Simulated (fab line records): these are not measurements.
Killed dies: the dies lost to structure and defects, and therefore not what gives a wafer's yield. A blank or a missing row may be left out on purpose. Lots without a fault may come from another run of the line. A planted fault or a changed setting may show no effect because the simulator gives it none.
fab line records	flow n5_finfet	part 1 of 2: steps 1 to 21 of 31
record: lots: 5	wafers: 15	last_day: 19
route steps=1938 shown BEOL_M0_SAQP@681 BEOL_M0_CUTY@701
lots with no fault: from the same line, run without faults
start_h: the number of hours between the record's first day and the start of the first shown wafer of the lot	wait_h: hours from the lot's prior step to this one	" repeats the value in the row above	L1.1+2: several wafers, shown together as one row	- either no value or no given start	* or withheld: withheld	< > ~ a bound
route shown NAME@n: names a module that has steps shown in the file, with the first one's number in the route	usual: the fault-free wafers' mean and standard deviation	same: alike in all rows	chamber/n: place in a boat	sites: readings site by site	_std_site: the standard deviation of these	_edge_site: outer sites' mean less inner sites'	radius_mm: for every site, how far away it sits from the centre of the wafer	mask NAME#n: copy n	behind: the last tool/chamber to shape the wafer	hold: why the lot went on hold/how many hours it stayed there/how the hold came to an end	device: the n, p or np transistor that did not switch	end of line: tests run on the same wafers once the route is complete	where a step has no rows: the recipe by itself	killed: dies that structure and defects cost at the first sort, which is not the same as the wafer's yield	map: dies across one wafer; x = killed, . = not, _ = none there
set.NAME: setting as actually run; set.NAME@STEP: the setting as run at that earlier step	model.NAME: the simulator's own value behind a step, which no gauge read
lots at some steps of the route; a table a step, a row a wafer
services: a tool's chamber out of use, with start hour (start_h, from the record's first day; less than 0 if before it), hours out, and reason
== steps ==
step: N5_BEOL_M0_SAQP_COAT_72
recipe: resist: SiARC	temp_c: 220	time_s: 60	spin_rpm: 1500	resist_thk_nm: 15
usual: heater_power_total_W: 427.5/2.1
lot.wafer	tool	chamber	start_h	wait_h	heater_power_total_W
L076.2	litho_track-04	0	-	-	424.8
L076.3	"	0	"	"	430.6
L076.6	"	0	"	"	430.8
L085.1	litho_track-04	0	-	-	424.7
L085.5	"	0	"	"	426.7
L085.6	"	0	"	"	427.9
L091.3	litho_track-02	0	-	-	425.8
L091.4	"	0	"	"	429.4
L091.5	"	0	"	"	425.0
L093.2	litho_track-02	0	-	-	424.7
L093.3	"	0	"	"	426.1
L093.5	"	0	"	"	425.5
L097.1	litho_track-01	0	-	-	426.7
L097.4	"	0	"	"	426.0
L097.5	"	0	"	"	430.4
step: N5_BEOL_M0_SAQP_COAT_87
recipe: resist: underlayer	temp_c: 205	time_s: 60	spin_rpm: 1500	resist_thk_nm: 5
usual: heater_power_total_W: 391.9/1.4
lot.wafer	tool	chamber	start_h	wait_h	heater_power_total_W
L076.2	litho_track-04	0	-	-	393.4
L076.3	"	0	"	"	392.9
L076.6	"	0	"	"	392.6
L085.1	litho_track-04	0	-	-	390.6
L085.5	"	0	"	"	393.1
L085.6	"	0	"	"	393.3
L091.3	litho_track-02	0	-	-	391.8
L091.4	"	0	"	"	391.8
L091.5	"	0	"	"	393.0
L093.2	litho_track-02	0	-	-	392.1
L093.3	"	0	"	"	391.3
L093.5	"	0	"	"	390.0
L097.1	litho_track-01	0	-	-	394.0
L097.4	"	0	"	"	393.4
L097.5	"	0	"	"	393.3
step: N5_BEOL_M0_SAQP_COAT_34
recipe: resist: CAR-EUV	spin_rpm: 1500	resist_thk_nm: 30
lot.wafer	tool	chamber	start_h	wait_h
L076.2+3+6	litho_track-04	0	-	-
L085.1+5+6	litho_track-04	0	-	-
L091.3+4+5	litho_track-02	0	-	-
L093.2+3+5	litho_track-02	0	-	-
L097.1+4+5	litho_track-01	0	-	-
step: N5_BEOL_M0_SAQP_EBR_36
recipe: solvent: PGMEA	ebr_width_mm: 1.5
lot.wafer	tool	chamber	start_h	wait_h
L076.2+3+6	litho_track-04	0	-	-
L085.1+5+6	litho_track-04	0	-	-
L091.3+4+5	litho_track-02	0	-	-
L093.2+3+5	litho_track-02	0	-	-
L097.1+4+5	litho_track-01	0	-	-
step: N5_BEOL_M0_SAQP_SOFTBAKE_35
recipe: temp_c: 110	time_s: 60	resist: CAR-EUV
usual: heater_power_total_W: 175.4/1.5
lot.wafer	tool	chamber	start_h	wait_h	heater_power_total_W
L076.2	litho_track-04	0	-	-	176.4
L076.3	"	0	"	"	175.5
L076.6	"	0	"	"	176.8
L085.1	litho_track-04	0	-	-	176.7
L085.5	"	0	"	"	175.0
L085.6	"	0	"	"	173.9
L091.3	litho_track-02	0	-	-	176.6
L091.4	"	0	"	"	175.5
L091.5	"	0	"	"	175.7
L093.2	litho_track-02	0	-	-	175.9
L093.3	"	0	"	"	173.1
L093.5	"	0	"	"	176.8
L097.1	litho_track-01	0	-	-	177.2
L097.4	"	0	"	"	174.2
L097.5	"	0	"	"	175.0
step: N5_BEOL_M0_SAQP_EXPOSE_37
recipe: mask_id: M0_CUT1	na: 0.33	source_shape: annular	sigma_inner: 0.35	sigma_outer: 0.8	polarization: unpolarized	target_cd_nm: 30	dose_mj: 44.75
lot.wafer	tool	chamber	start_h	wait_h	mask
L076.2+3+6	euv_scanner-02	0	131.13	-	M0_CUT1#0
L085.1+5+6	euv_scanner-02	0	188.79	-	M0_CUT1#0
L091.3+4+5	euv_scanner-02	0	214.22	-	M0_CUT1#0
L093.2+3+5	euv_scanner-02	0	229.22	-	M0_CUT1#0
L097.1+4+5	euv_scanner-02	0	252.88	-	M0_CUT1#0
step: N5_BEOL_M0_SAQP_PEB_38
recipe: peb_temp_c: 100	peb_time_s: 60	resist: CAR-EUV
usual: heater_power_total_W: 154.0/1
lot.wafer	tool	chamber	start_h	wait_h	heater_power_total_W
L076.2	litho_track-04	0	131.19	0.1	152.7
L076.3	"	0	"	"	155.1
L076.6	"	0	"	"	152.4
L085.1	litho_track-01	0	188.86	0.1	154.2
L085.5	"	0	"	"	155.3
L085.6	"	0	"	"	155.1
L091.3	litho_track-02	0	214.28	0.0	154.1
L091.4	"	0	"	"	154.7
L091.5	"	0	"	"	153.5
L093.2	litho_track-02	0	229.28	0.1	153.2
L093.3	"	0	"	"	153.2
L093.5	"	0	"	"	155.1
L097.1	litho_track-02	0	252.95	0.1	155.8
L097.4	"	0	"	"	152.9
L097.5	"	0	"	"	153.4
step: N5_BEOL_M0_SAQP_DEVELOP_39
recipe: develop_time_s: 30	developer: TMAH	resist: CAR-EUV	rinse_liquid: surfactant_rinse	dry: air_spin	dev_temp_c: 23
lot.wafer	tool	chamber	start_h	wait_h
L076.2+3+6	litho_track-04	0	-	-
L085.1+5+6	litho_track-01	0	-	-
L091.3+4+5	litho_track-02	0	-	-
L093.2+3+5	litho_track-02	0	-	-
L097.1+4+5	litho_track-02	0	-	-
step: N5_BEOL_M0_SAQP_CD_MEAS_40
recipe: target_cd_nm: 30	landing_energy_ev: 500	detector: se_inlens
usual: cd_nm: 29.86/0.27
lot.wafer	tool	chamber	start_h	wait_h	cd_nm
L076.2	cd_sem-02	0	131.26	-	30.58
L076.3	"	0	"	"	30.15
L076.6	"	0	"	"	30.16
L085.1	cd_sem-02	0	188.92	-	29.80
L085.5	"	0	"	"	29.60
L085.6	"	0	"	"	29.85
L091.3	cd_sem-03	0	214.35	-	30.09
L091.4	"	0	"	"	29.70
L091.5	"	0	"	"	29.71
L093.2	cd_sem-03	0	229.34	-	29.66
L093.3	"	0	"	"	29.06
L093.5	"	0	"	"	29.67
L097.1	cd_sem-01	0	253.02	-	29.70
L097.4	"	0	"	"	29.91
L097.5	"	0	"	"	29.69
step: N5_BEOL_M0_SAQP_OVL_MEAS_41
recipe: points_per_wafer: 522
usual: M0_CUT1_OVL: -0.3/0.73
lot.wafer	tool	chamber	start_h	wait_h	M0_CUT1_OVL[nm]
L076.2	overlay-02	0	131.30	0.0	-0.1
L076.3	"	0	"	"	-0.2
L076.6	"	0	"	"	-0.3
L085.1	overlay-02	0	188.95	0.0	0.0
L085.5	"	0	"	"	1.0
L085.6	"	0	"	"	1.1
L091.3	overlay-01	0	214.39	0.0	-0.5
L091.4	"	0	"	"	-0.7
L091.5	"	0	"	"	-0.4
L093.2	overlay-02	0	229.38	0.0	-1.2
L093.3	"	0	"	"	-0.6
L093.5	"	0	"	"	-1.7
L097.1	overlay-01	0	253.05	0.0	0.1
L097.4	"	0	"	"	-0.1
L097.5	"	0	"	"	0.5
step: N5_BEOL_M0_SAQP_INSPECT_42
recipe: mode: adi	inspect_instrument: brightfield
usual: raw_defect_count: 295/85
lot.wafer	tool	chamber	start_h	wait_h	raw_defect_count
L076.2	defect_inspect-02	-	131.35	0.0	209
L076.3	"	-	"	"	229
L076.6	"	-	"	"	181
L085.1	defect_inspect-02	-	189.01	0.1	335
L085.5	"	-	"	"	450
L085.6	"	-	"	"	354
L091.3	defect_inspect-01	-	214.43	0.0	452
L091.4	"	-	"	"	373
L091.5	"	-	"	"	430
L093.2	defect_inspect-01	-	229.43	0.0	407
L093.3	"	-	"	"	492
L093.5	"	-	"	"	529
L097.1	defect_inspect-02	-	253.11	0.1	440
L097.4	"	-	"	"	267
L097.5	"	-	"	"	343
step: N5_BEOL_M0_SAQP_DESCUM_45
recipe: chemistry: O2	time_s: 7	source_power_w: 50	bias_power_w: 20	pressure_mtorr: 20	rf_frequency_hz: 2.712e+07	temp_c: 40	resist: CAR-EUV	o2_flow_sccm: 225
usual: drypump_motor_current_A: 5.7/0.47	o2_flow_sccm: 224.9/0.7	oes_product_au: 0.78/0.082	rf_vpp_V: 243.0/1.5	showerhead_plenum_p_Torr: 2.09/0.086	throttle_valve_pct: 20.53/0.23
lot.wafer	tool	chamber	start_h	wait_h	drypump_motor_current_A	o2_flow_sccm	oes_product_au	rf_hours_counter_h	rf_vpp_V	showerhead_plenum_p_Torr	throttle_valve_pct
L076.2	rie_diel-06	1	131.38	0.0	6.5	224.9	0.77	160	243.5	2.09	20.76
L076.3	"	3	"	"	6.0	223.5	0.72	184	239.7	1.99	20.58
L076.6	"	0	"	"	5.2	224.9	0.78	-	240.5	1.93	20.66
L085.1	rie_diel-02	0	189.05	0.0	6.1	225.3	0.68	247	244.6	2.13	20.11
L085.5	"	3	"	"	5.2	224.7	0.91	-	244.1	2.11	20.61
L085.6	"	2	"	"	5.3	224.0	0.81	-	242.4	2.02	20.47
L091.3	rie_diel-02	1	214.60	0.2	6.5	225.8	0.87	34	245.8	2.23	20.29
L091.4	"	1	"	"	6.5	224.8	0.87	-	244.5	2.23	20.31
L091.5	"	2	"	"	5.3	224.9	0.80	-	241.0	2.02	20.49
L093.2	rie_diel-02	3	229.46	0.0	5.3	224.8	0.88	55	245.5	2.11	20.63
L093.3	"	1	"	"	6.5	224.2	0.87	40	245.9	2.22	20.30
L093.5	"	0	"	"	6.2	225.1	0.97	-	242.8	2.13	19.66
L097.1	rie_diel-02	2	253.14	0.0	5.3	224.0	0.78	141	240.4	2.02	20.48
L097.4	"	1	"	"	6.6	223.6	0.85	48	245.1	2.22	20.31
L097.5	"	1	"	"	6.5	224.9	0.85	-	245.6	2.22	20.33
step: N5_BEOL_M0_SAQP_ETCH_88
recipe: chemistry: N2/H2	target: underlayer	target_depth_a: 65	time_s: 5.2	ion_energy_ev: 200	mask_material: CAR-EUV	pressure_mtorr: 30	source_w: 840	bias_w: 150	n2_flow_sccm: 200	h2_flow_sccm: 200	ends: cleared
usual: drypump_motor_current_A: 5.8/0.47	etch_rf_on_time_s: 5.15/0.12	oes_product_au: 0.67/0.07	rf_vpp_V: 524/3.1	showerhead_plenum_p_Torr: 2.54/0.11	throttle_valve_pct: 18.00/0.22
lot.wafer	tool	chamber	start_h	wait_h	drypump_motor_current_A	etch_rf_on_time_s	oes_product_au	rf_hours_counter_h	rf_vpp_V	showerhead_plenum_p_Torr	throttle_valve_pct
L076.2	rie_diel-06	1	131.42	0.0	6.5	5.04	0.65	160	523	2.52	18.10
L076.3	"	3	"	"	6.0	5.26	0.61	184	520	2.41	18.04
L076.6	"	0	"	"	5.2	5.01	0.69	-	519	2.36	18.08
L085.1	rie_diel-02	0	189.08	0.0	6.2	5.04	0.59	247	526	2.62	17.83
L085.5	"	3	"	"	5.3	5.07	0.78	-	523	2.59	18.16
L085.6	"	2	"	"	5.3	4.98	0.68	-	519	2.45	17.81
L091.3	rie_diel-02	1	214.63	0.0	6.6	5.25	0.74	34	528	2.71	17.82
L091.4	"	1	"	"	6.5	5.28	0.73	-	529	2.71	17.81
L091.5	"	2	"	"	5.3	5.06	0.67	-	523	2.44	17.85
L093.2	rie_diel-02	3	229.50	0.0	5.3	5.03	0.76	55	524	2.58	18.16
L093.3	"	1	"	"	6.5	5.12	0.74	40	525	2.70	17.81
L093.5	"	0	"	"	6.1	4.97	0.82	-	526	2.62	17.35
L097.1	rie_diel-02	2	253.18	0.0	5.3	5.07	0.67	141	520	2.44	17.90
L097.4	"	1	"	"	6.6	5.13	0.73	48	528	2.70	17.83
L097.5	"	1	"	"	6.6	5.23	0.72	-	529	2.70	17.83
step: N5_BEOL_M0_SAQP_ETCH_73
recipe: chemistry: CF4	target: SiARC	target_depth_a: 195	mask_material: CAR-EUV	time_s: 32.5	ion_energy_ev: 80	pressure_mtorr: 40	source_w: 545	bias_w: 36	Ar_flow_sccm: 100	cf4_flow_sccm: 100	ends: cleared
usual: drypump_motor_current_A: 5.7/0.47	etch_rf_on_time_s: 32.3/0.84	oes_product_au: 0.67/0.071	rf_vpp_V: 184.1/1.3	showerhead_plenum_p_Torr: 2.13/0.082	throttle_valve_pct: 15.70/0.24
lot.wafer	tool	chamber	start_h	wait_h	drypump_motor_current_A	etch_rf_on_time_s	oes_product_au	rf_hours_counter_h	rf_vpp_V	showerhead_plenum_p_Torr	throttle_valve_pct
L076.2	rie_diel-06	1	131.43	0.0	6.4	31.6	0.66	160	184.5	2.13	15.89
L076.3	"	3	"	"	6.0	33.0	0.61	184	182.5	2.06	15.92
L076.6	"	0	"	"	5.3	31.4	0.68	-	183.2	1.98	15.79
L085.1	rie_diel-02	0	189.10	0.0	6.1	31.7	0.60	247	184.9	2.20	15.50
L085.5	"	3	"	"	5.2	31.5	0.78	-	183.1	2.18	15.75
L085.6	"	2	"	"	5.3	31.7	0.69	-	183.3	2.07	15.58
L091.3	rie_diel-02	1	214.65	0.0	6.5	32.2	0.74	34	186.5	2.25	15.36
L091.4	"	1	"	"	6.6	32.4	0.75	-	186.6	2.25	15.35
L091.5	"	2	"	"	5.3	31.5	0.68	-	183.3	2.06	15.60
L093.2	rie_diel-02	3	229.52	0.0	5.2	31.6	0.75	55	183.3	2.17	15.81
L093.3	"	1	"	"	6.5	32.4	0.74	40	186.4	2.25	15.38
L093.5	"	0	"	"	6.2	31.4	0.84	-	184.4	2.20	14.98
L097.1	rie_diel-02	2	253.19	0.0	5.3	31.5	0.68	141	183.5	2.06	15.63
L097.4	"	1	"	"	6.6	32.2	0.73	48	185.2	2.25	15.38
L097.5	"	1	"	"	6.6	32.0	0.74	-	186.7	2.25	15.38
step: N5_BEOL_M0_SAQP_CUT_ETCH_46
recipe: chemistry: N2/H2	target: SOC	target_depth_a: 1350	overetch_a: 270	temp_c: 40	time_s: 202.5	ion_energy_ev: 200	mask_material: SiARC	pressure_mtorr: 30	source_w: 840	bias_w: 150	n2_flow_sccm: 200	h2_flow_sccm: 200
usual: drypump_motor_current_A: 5.8/0.47	rf_vpp_V: 523.9/2.9	showerhead_plenum_p_Torr: 2.54/0.11	throttle_valve_pct: 17.95/0.22
lot.wafer	tool	chamber	start_h	wait_h	drypump_motor_current_A	rf_hours_counter_h	rf_vpp_V	showerhead_plenum_p_Torr	throttle_valve_pct
L076.2	rie_diel-06	1	131.47	0.0	6.5	160	523.6	2.52	18.07
L076.3	"	3	"	"	6.0	184	521.7	2.41	17.96
L076.6	"	0	"	"	5.2	-	517.6	2.36	18.01
L085.1	rie_diel-02	0	189.13	0.0	6.1	247	527.1	2.62	17.80
L085.5	"	3	"	"	5.2	-	526.4	2.59	18.13
L085.6	"	2	"	"	5.3	-	521.2	2.45	17.76
L091.3	rie_diel-02	1	214.68	0.0	6.5	34	527.1	2.71	17.76
L091.4	"	1	"	"	6.6	-	527.3	2.71	17.77
L091.5	"	2	"	"	5.3	-	521.6	2.44	17.77
L093.2	rie_diel-02	3	229.55	0.0	5.2	55	524.0	2.58	18.14
L093.3	"	1	"	"	6.6	40	529.0	2.70	17.78
L093.5	"	0	"	"	6.1	-	525.0	2.61	17.31
L097.1	rie_diel-02	2	253.22	0.0	5.3	141	520.4	2.44	17.79
L097.4	"	1	"	"	6.6	48	528.9	2.70	17.78
L097.5	"	1	"	"	6.6	-	527.4	2.70	17.78
step: N5_BEOL_M0_SAQP_STRIP_74
recipe: chemistry: N2/H2	temp_c: 40	n2_flow_sccm: 200	h2_flow_sccm: 200	rf_frequency_hz: 6e+07
lot.wafer	tool	chamber	start_h	wait_h
L076.2+3+6	rie_diel-06	1,3,0	131.62	0.1
L085.1+5+6	rie_diel-02	0,3,2	189.29	0.1
L091.3+4+5	rie_diel-02	1,1,2	214.84	0.1
L093.2+3+5	rie_diel-02	3,1,0	229.70	0.1
L097.1+4+5	rie_diel-02	2,1,1	253.38	0.1
step: N5_BEOL_M0_SAQP_STRIP_89
recipe: chemistry: N2/H2	temp_c: 40	n2_flow_sccm: 200	h2_flow_sccm: 200	rf_frequency_hz: 6e+07
lot.wafer	tool	chamber	start_h	wait_h
L076.2+3+6	rie_diel-06	1,3,0	131.63	0.0
L085.1+5+6	rie_diel-02	0,3,2	189.30	0.0
L091.3+4+5	rie_diel-02	1,1,2	214.85	0.0
L093.2+3+5	rie_diel-02	3,1,0	229.71	0.0
L097.1+4+5	rie_diel-02	2,1,1	253.39	0.0
step: N5_BEOL_M0_SAQP_ALD_48
recipe: material: SiO2	target_thk_a: 200	temp_c: 100	ald_precursor_family: BDEAS	ald_co_reactant: O2-plasma	pulse_time_s: 1	co_reactant_pulse_time_s: 1	purge_time_s: 2	co_reactant_purge_time_s: 2	ald_cycles: 139	pressure_torr: 2
usual: heater_power_w: 82/8.9	precursor_pulse_height_rel: 1.001/0.019
same: co_reactant_purge_time_s: 2
lot.wafer	tool	chamber	start_h	wait_h	heater_power_w	precursor_pulse_height_rel
L076.2	ald_sin-04	1	131.67	0.0	73	0.963
L076.3	"	2	"	"	92	0.996
L076.6	"	0	"	"	70	0.994
L085.1	ald_sin-04	3	189.33	0.0	83	1.041
L085.5	"	2	"	"	91	0.992
L085.6	"	1	"	"	72	1.019
L091.3	ald_sin-01	0	214.88	0.0	105	0.976
L091.4	"	1	"	"	85	1.005
L091.5	"	2	"	"	77	0.981
L093.2	ald_sin-04	2	229.75	0.0	90	0.997
L093.3	"	1	"	"	75	1.016
L093.5	"	0	"	"	70	0.987
L097.1	ald_sin-04	3	253.42	0.0	83	0.991
L097.4	"	0	"	"	69	0.997
L097.5	"	1	"	"	74	1.001
step: N5_BEOL_M0_SAQP_ETCH_49
recipe: chemistry: CF4/O2	target_depth_a: 370	target: SiO2	pressure_mtorr: 40	source_w: 535	bias_w: 49	Ar_flow_sccm: 100	cf4_flow_sccm: 100	O2_flow_sccm: 10	ion_energy_ev: 100
usual: O2_flow_sccm: 10.001/0.029	drypump_motor_current_A: 5.7/0.45	oes_product_au: 0.78/0.088	rf_vpp_V: 243/3.8	showerhead_plenum_p_Torr: 2.21/0.077	throttle_valve_pct: 15.91/0.24
lot.wafer	tool	chamber	start_h	wait_h	O2_flow_sccm	drypump_motor_current_A	oes_product_au	rf_hours_counter_h	rf_vpp_V	showerhead_plenum_p_Torr	throttle_valve_pct
L076.2	rie_diel-02	2	132.19	0.3	10.024	5.3	0.82	101	250	2.13	15.81
L076.3	"	1	"	"	9.921	6.6	0.92	10	248	2.33	15.54
L076.6	"	3	"	"	10.066	5.2	0.92	-	241	2.24	15.98
L085.1	rie_diel-05	1	189.86	0.3	10.016	5.6	0.68	222	242	2.26	15.89
L085.5	"	1	"	"	10.017	5.6	0.68	-	241	2.26	15.91
L085.6	"	2	"	"	9.957	6.0	0.76	-	238	2.29	16.24
L091.3	rie_diel-02	1	215.51	0.4	10.004	6.6	0.87	35	248	2.32	15.61
L091.4	"	1	"	"	10.018	6.6	0.86	-	250	2.32	15.58
L091.5	"	3	"	"	9.983	5.2	0.87	-	241	2.24	16.00
L093.2	rie_diel-05	3	230.27	0.3	10.022	5.2	0.71	217	242	2.17	15.63
L093.3	"	1	"	"	9.988	5.6	0.68	238	240	2.26	15.92
L093.5	"	2	"	"	10.009	6.0	0.75	-	238	2.29	16.27
L097.1	rie_diel-05	3	253.95	0.3	9.976	5.1	0.69	226	243	2.17	15.64
L097.4	"	2	"	"	10.008	6.0	0.74	163	239	2.29	16.29
L097.5	"	0	"	"	10.026	5.8	0.94	-	241	2.17	15.71
step: N5_BEOL_M0_SAQP_STRIP_75
recipe: chemistry: CF4	resist: SiARC	power_w: 300	bias_power_w: 75	pressure_mtorr: 50	cf4_flow_sccm: 150	rf_frequency_hz: 6e+07
usual: drypump_motor_current_A: 5.7/0.45	oes_product_au: 0.181/0.019	rf_vpp_V: 271.3/1.7	showerhead_plenum_p_Torr: 1.80/0.062	throttle_valve_pct: 13.64/0.23
lot.wafer	tool	chamber	start_h	wait_h	drypump_motor_current_A	oes_product_au	rf_hours_counter_h	rf_vpp_V	showerhead_plenum_p_Torr	throttle_valve_pct
L076.2	rie_diel-02	2	132.29	0.1	5.3	0.192	101	268.3	1.73	13.50
L076.3	"	1	"	"	6.6	0.207	10	274.5	1.89	13.26
L076.6	"	3	"	"	5.3	0.211	-	271.6	1.82	13.65
L085.1	rie_diel-05	1	189.96	0.1	5.6	0.160	223	271.2	1.84	13.66
L085.5	"	1	"	"	5.7	0.159	-	271.5	1.84	13.64
L085.6	"	2	"	"	6.0	0.172	-	273.6	1.86	13.95
L091.3	rie_diel-02	1	215.61	0.1	6.6	0.195	35	272.6	1.89	13.31
L091.4	"	1	"	"	6.5	0.205	-	274.3	1.89	13.32
L091.5	"	3	"	"	5.2	0.205	-	272.0	1.82	13.71
L093.2	rie_diel-05	3	230.37	0.1	5.2	0.161	217	270.0	1.76	13.41
L093.3	"	1	"	"	5.6	0.161	238	273.0	1.83	13.70
L093.5	"	2	"	"	6.0	0.162	-	272.7	1.86	13.97
L097.1	rie_diel-05	3	254.05	0.1	5.1	0.166	226	270.1	1.76	13.43
L097.4	"	2	"	"	6.0	0.176	163	273.2	1.85	13.99
L097.5	"	0	"	"	5.8	0.211	-	270.4	1.76	13.37
step: N5_BEOL_M0_CUTY_COAT_50
recipe: resist: SiARC	temp_c: 220	time_s: 60	spin_rpm: 1500	resist_thk_nm: 15
usual: heater_power_total_W: 427.8/1.9
lot.wafer	tool	chamber	start_h	wait_h	heater_power_total_W
L076.2	litho_track-05	0	132.34	0.0	426.1
L076.3	"	0	"	"	429.4
L076.6	"	0	"	"	429.2
L085.1	litho_track-05	0	190.00	0.0	426.9
L085.5	"	0	"	"	426.8
L085.6	"	0	"	"	427.7
L091.3	litho_track-05	0	215.66	0.0	427.7
L091.4	"	0	"	"	430.0
L091.5	"	0	"	"	424.9
L093.2	litho_track-03	0	230.42	0.0	428.1
L093.3	"	0	"	"	424.3
L093.5	"	0	"	"	427.9
L097.1	litho_track-03	0	254.09	0.0	426.5
L097.4	"	0	"	"	427.6
L097.5	"	0	"	"	425.6
